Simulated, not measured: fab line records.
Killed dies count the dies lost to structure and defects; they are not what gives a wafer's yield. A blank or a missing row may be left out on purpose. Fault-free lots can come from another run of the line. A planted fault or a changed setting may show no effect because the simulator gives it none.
The tool behind it: which one? / flow nand-harc / 18 wafers from 6 lots sampled at 2 of the route's 1302 steps

== WHAT EACH GAUGE READ, for each wafer ==
NHARC_A_CHANNEL_HOLE_D1_OVL_MEAS_11.
lot=L246; measured=day 10 19:10; on=overlay-01; overlay-x-nm (nm)=-1.4 -1.0 -1.2
lot=L248; measured=day 11 15:43; on=overlay-01; overlay-x-nm (nm)=-1.1 -1.1 -1.1
lot=L256; measured=day 14 11:49; on=overlay-01; overlay-x-nm (nm)=-0.6 -0.5 -0.6
lot=L260; measured=day 16 08:12; on=overlay-02; overlay-x-nm (nm)=2.0 1.8 2.0
lot=L263; measured=day 17 07:02; on=overlay-01; overlay-x-nm (nm)=-0.1 -0.4 -0.1
lot=L265; measured=day 18 06:35; on=overlay-01; overlay-x-nm (nm)=1.5 0.6 0.5

== WHAT TOOL EACH LOT RAN ON (gives the tool, then ch and the chambers of the sampled wafers, and finally the start) ==
lot=L246; NHARC_A_CHANNEL_HOLE_D1_DEP_00=acl-dep-03 ch 0, day 10 16:27
lot=L248; NHARC_A_CHANNEL_HOLE_D1_DEP_00=acl-dep-01 ch 0, day 11 12:59
lot=L256; NHARC_A_CHANNEL_HOLE_D1_DEP_00=acl-dep-03 ch 0, day 14 09:04
lot=L260; NHARC_A_CHANNEL_HOLE_D1_DEP_00=acl-dep-03 ch 0, day 16 06:13
lot=L263; NHARC_A_CHANNEL_HOLE_D1_DEP_00=acl-dep-03 ch 0, day 17 04:26
lot=L265; NHARC_A_CHANNEL_HOLE_D1_DEP_00=acl-dep-02 ch 0, day 18 04:08
- NHARC_A_CHANNEL_HOLE_D1_DEP_00: deposits aC, target thk 3100 nm.

== THE ANSWER, worked out from the rows above alone ==
Rule: what is usual is taken from the lots themselves. The widest of any qualifying gaps counts: lots, ordered by their means at a reading, are off when they make up no more than a third of the lots, leave a main group of 4 or more, and stand apart from it by 3 or more times the standard deviation of that group's means. If all means in a main group match to the digits the tables above print for the reading, that group is not used. A lot without any number at a reading at which 4 lots or more have one is off too. The other lots that the step has rows for count as sound.
No lot is off at any reading shown: from this, nothing can be told.

== WHAT HAD BEEN PUT IN BY THE SIMULATOR ==
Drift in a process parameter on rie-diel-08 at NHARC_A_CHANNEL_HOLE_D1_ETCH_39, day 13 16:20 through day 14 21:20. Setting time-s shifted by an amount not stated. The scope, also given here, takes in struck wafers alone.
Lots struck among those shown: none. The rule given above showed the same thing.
